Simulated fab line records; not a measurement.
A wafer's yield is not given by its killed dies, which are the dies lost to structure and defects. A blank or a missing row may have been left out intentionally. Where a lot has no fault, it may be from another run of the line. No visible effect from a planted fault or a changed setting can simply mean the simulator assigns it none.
Chamber matching    flow n5 finfet    N5_BEOL_M9_STRIP_36 on rie diel-03 has 4 sister chambers
The step strips in N2/H2. 8 wafers are shown with their chamber, then 11 later ones without.

## WAFERS WITH THEIR CHAMBER
wafer   chamber  throttle valve pct (%)  showerhead plenum p Torr (Torr)
L084.2  2        23.3                    2.50
L084.5  0        23.1                    2.62
L085.3  2        23.3                    2.50
L085.4  1        24.0                    2.51
L088.1  1        24.0                    2.50
L088.3  3        23.4                    2.67
L088.5  3        23.4                    2.67
L092.2  0        23.2                    2.61

## WAFERS WITHOUT THEIR CHAMBER
wafer   throttle valve pct (%)  showerhead plenum p Torr (Torr)
L092.5  23.2                    2.61
L092.6  23.4                    2.67
L094.1  23.3                    2.49
L094.4  23.4                    2.67
L094.6  24.1                    2.50
L095.1  24.0                    2.50
L095.3  23.4                    2.67
L095.4  23.3                    2.49
L096.1  23.4                    2.67
L096.3  23.2                    2.61
L096.4  24.1                    2.50

## THE CHAMBER EACH PASSED THROUGH
wafer   from the rows above  in truth
L092.5  0                    0
L092.6  3                    3
L094.1  2                    2
L094.4  3                    3
L094.6  1                    1
L095.1  1                    1
L095.3  3                    3
L095.4  2                    2
L096.1  3                    3
L096.3  0                    0
L096.4  1                    1
Correct placement for 11 of the 11. Number that these rows cannot place: 0. Number placed wrongly: 0.
How it was worked out, from the rows above alone: a wafer's distance from a chamber is the root of the sum, over the readings, of the square of ((its reading less the chamber's mean) divided by the reading's scatter). If the next closest chamber is less than 2 further off than the closest, the wafer can't be placed; otherwise it belongs to the closest. The mean given for a chamber averages the wafers shown for that chamber. How the scatter is found: for the shown wafers, subtract from each reading the mean of its chamber, square and add these, divide the total by (wafers less chambers), then take the root.
